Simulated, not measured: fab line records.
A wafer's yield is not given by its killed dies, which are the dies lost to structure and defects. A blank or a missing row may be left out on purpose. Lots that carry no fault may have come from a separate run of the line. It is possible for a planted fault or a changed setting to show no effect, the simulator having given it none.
Chamber matching + flow nandHarc + 3 sister chambers for NHARC_P_M2_DEP_33 on pecvd-02
The step deposits SiCN, target thk 30 nm. 6 wafers are shown with their chamber, then 12 later ones without.

WAFERS, EACH WITH ITS CHAMBER
| wafer  | chamber | heaterPowerW (W) | heaterPowerOuterW (W) |
|--------|---------|------------------|-----------------------|
| L082.5 | 0       | 638              | 379                   |
| L085.2 | 0       | 758              | 440                   |
| L087.4 | 1       | 764              | 406                   |
| L090.2 | 2       | 425              | 252                   |
| L090.3 | 1       | 734              | 407                   |
| L090.6 | 2       | 432              | 258                   |

WAFERS WITH NO CHAMBER GIVEN
| wafer  | heaterPowerW (W) | heaterPowerOuterW (W) |
|--------|------------------|-----------------------|
| L093.1 | 482              | 300                   |
| L093.3 | 762              | 410                   |
| L093.5 | 487              | 305                   |
| L094.3 | 699              | 386                   |
| L094.4 | 456              | 281                   |
| L094.5 | 717              | 417                   |
| L095.1 | 471              | 295                   |
| L095.4 | 737              | 404                   |
| L095.5 | 689              | 394                   |
| L097.1 | 740              | 387                   |
| L097.4 | 718              | 417                   |
| L097.5 | 736              | 396                   |

EACH ONE'S CHAMBER
| wafer  | from the rows above     | in truth |
|--------|-------------------------|----------|
| L093.1 | 2                       | 2        |
| L093.3 | can't be placed: 1 or 0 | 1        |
| L093.5 | 2                       | 2        |
| L094.3 | can't be placed: 0 or 1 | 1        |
| L094.4 | 2                       | 2        |
| L094.5 | can't be placed: 0 or 1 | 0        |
| L095.1 | 2                       | 2        |
| L095.4 | can't be placed: 1 or 0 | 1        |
| L095.5 | can't be placed: 0 or 1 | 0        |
| L097.1 | can't be placed: 1 or 0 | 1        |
| L097.4 | can't be placed: 0 or 1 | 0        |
| L097.5 | can't be placed: 1 or 0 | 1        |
Correct placement for 4 of the 12. From these rows, 8 cannot be placed; in 8 the true chamber is one of the candidates. Wrongly placed: 0.
How it was worked out, from the rows above alone: a wafer's distance from a chamber is the root of the sum, over the readings, of the square of ((its reading less the chamber's mean) divided by the reading's scatter). The wafer belongs to the nearest chamber; if the next one is less than 2 further off, it can't be placed. For every chamber, the mean is computed from those of its wafers that are shown. The scatter: the root of (the sum of the squares of (reading less its chamber's mean) over the shown wafers, divided by (wafers less chambers)).
